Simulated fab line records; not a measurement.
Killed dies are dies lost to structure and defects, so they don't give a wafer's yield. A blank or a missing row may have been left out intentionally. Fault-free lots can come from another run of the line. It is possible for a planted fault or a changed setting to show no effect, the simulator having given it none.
Matching of chambers + flow n5-finfet + 3 sister chambers for N5_BEOL_M8_ILD_DEP_00 on pecvd-04
The step deposits SiCOH lowk from DEMS/porogen, target thk 179.75 nm, time 33.4 s. 16 wafers are shown with their chamber, then 8 later ones without.

WAFERS WITH THEIR CHAMBER
| wafer  | chamber | throttle-valve-pct (%) | showerhead-plenum-p-Torr (Torr) | heater-power-w (W) |
|--------|---------|------------------------|---------------------------------|--------------------|
| L074.3 | 1       | 13.2                   | 5.721                           | 328                |
| L074.4 | 2       | 12.7                   | 5.719                           | 317                |
| L074.6 | 1       | 13.1                   | 5.722                           | 340                |
| L077.1 | 1       | 13.1                   | 5.709                           | 322                |
| L077.3 | 0       | 13.7                   | 5.758                           | 302                |
| L077.4 | 1       | 13.0                   | 5.724                           | 326                |
| L079.1 | 1       | 13.3                   | 5.703                           | 328                |
| L079.5 | 2       | 12.6                   | 5.732                           | 310                |
| L079.6 | 1       | 13.3                   | 5.711                           | 320                |
| L089.1 | 1       | 13.3                   | 5.719                           | 301                |
| L089.4 | 2       | 12.9                   | 5.729                           | 260                |
| L089.6 | 1       | 13.3                   | 5.713                           | 304                |
| L090.1 | 1       | 13.2                   | 5.710                           | 263                |
| L090.3 | 2       | 12.8                   | 5.708                           | 292                |
| L090.6 | 0       | 13.6                   | 5.753                           | 335                |
| L092.4 | 2       | 12.7                   | 5.731                           | 315                |

SIGNATURES (averages over the wafers above)
| reading                  | chamber 0 | chamber 1 | chamber 2 | scatter within a chamber |
|--------------------------|-----------|-----------|-----------|--------------------------|
| throttle-valve-pct       | 13.650    | 13.200    | 12.740    | 0.11                     |
| showerhead-plenum-p-Torr | 5.75550   | 5.71467   | 5.72380   | 0.00803                  |
| heater-power-w           | 318.50    | 314.67    | 298.80    | 23.2                     |
Rule: distance of a wafer from a chamber = root of the sum over the readings of ((wafer's reading minus chamber's mean) / reading's scatter) squared. The wafer belongs to the nearest chamber; if the next one is less than 2 further off, it can't be placed. How the scatter is found: for the shown wafers, subtract from each reading the mean of its chamber, square and add these, divide the total by (wafers less chambers), then take the root.

WAFERS WITH NO CHAMBER GIVEN
| wafer  | throttle-valve-pct (%) | showerhead-plenum-p-Torr (Torr) | heater-power-w (W) |
|--------|------------------------|---------------------------------|--------------------|
| L092.5 | 13.1                   | 5.712                           | 327                |
| L092.6 | 13.7                   | 5.770                           | 326                |
| L093.1 | 13.0                   | 5.742                           | 302                |
| L093.2 | 13.3                   | 5.726                           | 320                |
| L093.4 | 13.8                   | 5.768                           | 302                |
| L096.1 | 13.2                   | 5.715                           | 298                |
| L096.2 | 13.6                   | 5.770                           | 365                |
| L096.3 | 12.8                   | 5.708                           | 296                |

WHICH CHAMBER EACH WENT THROUGH
| wafer  | from the rows above     | in truth                   |
|--------|-------------------------|----------------------------|
| L092.5 | 1                       | 1                          |
| L092.6 | 0                       | 0                          |
| L093.1 | can't be placed: 2 or 1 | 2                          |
| L093.2 | 1                       | 1                          |
| L093.4 | 0                       | 0                          |
| L096.1 | 1                       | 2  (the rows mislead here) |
| L096.2 | 0                       | 0                          |
| L096.3 | can't be placed: 2 or 1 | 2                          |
Placed correctly: 5 of 8. Not placeable from these rows: 2 (in 2, the candidates include the true chamber). Placed wrongly: 1.
